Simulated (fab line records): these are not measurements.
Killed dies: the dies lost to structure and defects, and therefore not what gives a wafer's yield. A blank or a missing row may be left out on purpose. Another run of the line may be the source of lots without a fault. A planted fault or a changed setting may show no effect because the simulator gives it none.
Chamber matching + flow n5_finfet + rie_diel-06 running N5_BEOL_M4_ETCH_64: 4 sister chambers
The step etches SOC in N2/H2, target depth 75 nm, overetch 22.5 nm, time 121.9 s. 4 wafers are shown with their chamber, then 9 later ones without.

EACH WAFER AND ITS CHAMBER
| wafer  | chamber | showerhead_plenum_p_Torr (Torr) |
|--------|---------|---------------------------------|
| L078.5 | 0       | 2.58                            |
| L082.3 | 3       | 2.40                            |
| L082.5 | 2       | 2.61                            |
| L082.6 | 1       | 2.55                            |

WAFERS WITH NO CHAMBER GIVEN
| wafer  | showerhead_plenum_p_Torr (Torr) |
|--------|---------------------------------|
| L084.3 | 2.39                            |
| L084.5 | 2.57                            |
| L084.6 | 2.40                            |
| L086.2 | 2.39                            |
| L086.3 | 2.55                            |
| L086.5 | 2.60                            |
| L095.2 | 2.60                            |
| L095.3 | 2.54                            |
| L095.6 | 2.60                            |

WHICH CHAMBER EACH WENT THROUGH
| wafer  | from the rows above     | in truth |
|--------|-------------------------|----------|
| L084.3 | 3                       | 3        |
| L084.5 | can't be placed: 0 or 1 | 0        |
| L084.6 | 3                       | 3        |
| L086.2 | 3                       | 3        |
| L086.3 | 1                       | 1        |
| L086.5 | can't be placed: 2 or 0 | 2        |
| L095.2 | can't be placed: 2 or 0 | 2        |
| L095.3 | 1                       | 1        |
| L095.6 | can't be placed: 2 or 0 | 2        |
Placed correctly: 5 of 9. Unplaceable from these rows: 4, with the true chamber sitting among the candidates in 4. Placed wrongly: 0.
How it was worked out, from the rows above alone: a wafer's distance from a chamber is the root of the sum, over the readings, of the square of ((its reading less the chamber's mean) divided by the reading's scatter). If the next closest chamber is less than 2 further off than the closest, the wafer can't be placed; otherwise it belongs to the closest. Each chamber's mean is taken over the wafers shown for it. The scatter (one wafer shown for each chamber): square how far every hidden wafer sits from the nearest shown wafer, average those squares and take the square root.
